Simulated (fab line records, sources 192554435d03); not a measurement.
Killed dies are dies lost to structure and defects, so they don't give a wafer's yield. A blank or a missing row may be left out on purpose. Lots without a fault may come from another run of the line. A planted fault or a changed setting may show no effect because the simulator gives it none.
Chamber matching | flow n5_finfet | N5_BEOL_M1_ETCH_74 on rie_diel-06: 4 sister chambers
The step etches underlayer in N2/H2, target depth 6.5 nm, time 5.2 s. 8 wafers are shown with their chamber, then 7 later ones without.

WAFERS WITH THEIR CHAMBER
wafer  | chamber | showerhead_plenum_p_Torr (Torr) | throttle_valve_pct (%)
L077.1 | 2       | 2.51                            | 18.2
L077.4 | 0       | 2.43                            | 17.7
L079.5 | 2       | 2.51                            | 18.2
L087.2 | 1       | 2.70                            | 17.6
L087.4 | 3       | 2.64                            | 17.8
L087.6 | 1       | 2.70                            | 17.5
L088.1 | 0       | 2.42                            | 17.8
L088.2 | 3       | 2.64                            | 17.8

WAFERS WITHOUT THEIR CHAMBER
wafer  | showerhead_plenum_p_Torr (Torr) | throttle_valve_pct (%)
L088.5 | 2.64                            | 17.8
L092.1 | 2.42                            | 17.8
L092.2 | 2.70                            | 17.6
L092.5 | 2.64                            | 17.8
L097.1 | 2.63                            | 17.8
L097.4 | 2.49                            | 17.8
L097.5 | 2.69                            | 17.6

WHICH CHAMBER EACH WENT THROUGH
wafer  | from the rows above | in truth
L088.5 | 3                   | 3
L092.1 | 0                   | 0
L092.2 | 1                   | 1
L092.5 | 3                   | 3
L097.1 | 3                   | 3
L097.4 | 2                   | 2
L097.5 | 1                   | 1
Placed correctly: 7 of 7. Can't be placed from these rows: 0. Placed wrongly: 0.
How it was worked out, from the rows above alone: a wafer's distance from a chamber is the root of the sum, over the readings, of the square of ((its reading less the chamber's mean) divided by the reading's scatter). The wafer belongs to the nearest chamber; if the next one is less than 2 further off, it can't be placed. A chamber's mean is the mean of its shown wafers. The scatter: the root of (the sum of the squares of (reading less its chamber's mean) over the shown wafers, divided by (wafers less chambers)).
